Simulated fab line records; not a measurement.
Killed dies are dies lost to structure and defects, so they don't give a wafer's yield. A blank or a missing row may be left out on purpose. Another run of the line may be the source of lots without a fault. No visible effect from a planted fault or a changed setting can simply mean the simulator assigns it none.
Chamber matching -- flow nandHarc -- NHARC_A_STAIRCASE_TRIM_196 on rieDiel-02: 4 sister chambers
The step chemistry O2, time 211.2 s. 4 wafers are shown with their chamber, then 8 later ones without.

WAFERS PAIRED WITH THEIR CHAMBERS
wafer,chamber,showerheadPlenumPTorr (Torr)
L086.6,1,3.49
L087.1,3,3.49
L087.4,0,3.71
L093.1,2,3.67

WAFERS WITH NO CHAMBER GIVEN
wafer,showerheadPlenumPTorr (Torr)
L093.2,3.48
L093.6,3.67
L092.1,3.67
L092.3,3.48
L092.6,3.71
L094.1,3.48
L094.4,3.48
L094.5,3.70

WHICH CHAMBER EACH WENT THROUGH
wafer,from the rows above,in truth
L093.2,can't be placed: 1 or 3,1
L093.6,2,2
L092.1,2,2
L092.3,can't be placed: 1 or 3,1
L092.6,0,0
L094.1,can't be placed: 1 or 3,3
L094.4,can't be placed: 1 or 3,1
L094.5,0,0
4 of 8 placed correctly. These rows do not allow placing 4 (true chamber among the candidates in 4). 0 placed wrongly.
How it was worked out, from the rows above alone: a wafer's distance from a chamber is the root of the sum, over the readings, of the square of ((its reading less the chamber's mean) divided by the reading's scatter). If the next closest chamber is less than 2 further off than the closest, the wafer can't be placed; otherwise it belongs to the closest. For every chamber, the mean is computed from those of its wafers that are shown. The scatter: root of mean squared gap, hidden wafer to nearest shown wafer, with one shown wafer a chamber.
